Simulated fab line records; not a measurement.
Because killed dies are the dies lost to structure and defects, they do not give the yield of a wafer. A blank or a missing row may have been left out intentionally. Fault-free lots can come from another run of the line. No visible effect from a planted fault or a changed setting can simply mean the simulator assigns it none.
Chamber matching || flow nand harc || 3 sister chambers for NHARC_A_SGD_CUT_DEP_00 on pecvd-02
The step deposits SiNx, target thk 50 nm. 6 wafers are shown with their chamber, then 11 later ones without.

== WAFERS WITH THEIR CHAMBER ==
{"wafer": "L082.1", "chamber": 0, "heater power outer w (W)": 487, "heater power w (W)": 781}
{"wafer": "L082.3", "chamber": 0, "heater power outer w (W)": 477, "heater power w (W)": 796}
{"wafer": "L082.5", "chamber": 2, "heater power outer w (W)": 522, "heater power w (W)": 809}
{"wafer": "L083.2", "chamber": 2, "heater power outer w (W)": 439, "heater power w (W)": 726}
{"wafer": "L083.6", "chamber": 1, "heater power outer w (W)": 413, "heater power w (W)": 775}
{"wafer": "L084.1", "chamber": 1, "heater power outer w (W)": 428, "heater power w (W)": 751}

== WAFERS WHOSE CHAMBER IS MISSING ==
{"wafer": "L084.5", "heater power outer w (W)": 318, "heater power w (W)": 617}
{"wafer": "L084.6", "heater power outer w (W)": 514, "heater power w (W)": 806}
{"wafer": "L087.1", "heater power outer w (W)": 461, "heater power w (W)": 747}
{"wafer": "L087.5", "heater power outer w (W)": 455, "heater power w (W)": 755}
{"wafer": "L087.6", "heater power outer w (W)": 528, "heater power w (W)": 799}
{"wafer": "L090.2", "heater power outer w (W)": 418, "heater power w (W)": 760}
{"wafer": "L090.3", "heater power outer w (W)": 482, "heater power w (W)": 790}
{"wafer": "L090.4", "heater power outer w (W)": 513, "heater power w (W)": 786}
{"wafer": "L091.2", "heater power outer w (W)": 516, "heater power w (W)": 825}
{"wafer": "L091.5", "heater power outer w (W)": 427, "heater power w (W)": 715}
{"wafer": "L091.6", "heater power outer w (W)": 517, "heater power w (W)": 856}

== CHAMBER TAKEN BY EACH ==
{"wafer": "L084.5", "from the rows above": "can't be placed: 1 or 2 or 0", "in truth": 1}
{"wafer": "L084.6", "from the rows above": "can't be placed: 0 or 2 or 1", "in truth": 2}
{"wafer": "L087.1", "from the rows above": "can't be placed: 2 or 1 or 0", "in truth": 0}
{"wafer": "L087.5", "from the rows above": "can't be placed: 2 or 1 or 0", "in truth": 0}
{"wafer": "L087.6", "from the rows above": "can't be placed: 0 or 2 or 1", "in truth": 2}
{"wafer": "L090.2", "from the rows above": "can't be placed: 1 or 2 or 0", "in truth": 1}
{"wafer": "L090.3", "from the rows above": "can't be placed: 0 or 2 or 1", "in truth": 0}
{"wafer": "L090.4", "from the rows above": "can't be placed: 0 or 2 or 1", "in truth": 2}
{"wafer": "L091.2", "from the rows above": "can't be placed: 0 or 2 or 1", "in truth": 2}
{"wafer": "L091.5", "from the rows above": "can't be placed: 1 or 2 or 0", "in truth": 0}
{"wafer": "L091.6", "from the rows above": "can't be placed: 0 or 2 or 1", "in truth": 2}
Placed correctly: 0 of 11. From these rows, 11 cannot be placed; in 11 the true chamber is one of the candidates. Wrongly placed: 0.
How it was worked out, from the rows above alone: a wafer's distance from a chamber is the root of the sum, over the readings, of the square of ((its reading less the chamber's mean) divided by the reading's scatter). If the next closest chamber is less than 2 further off than the closest, the wafer can't be placed; otherwise it belongs to the closest. The mean given for a chamber averages the wafers shown for that chamber. The scatter: the root of (the sum of the squares of (reading less its chamber's mean) over the shown wafers, divided by (wafers less chambers)).
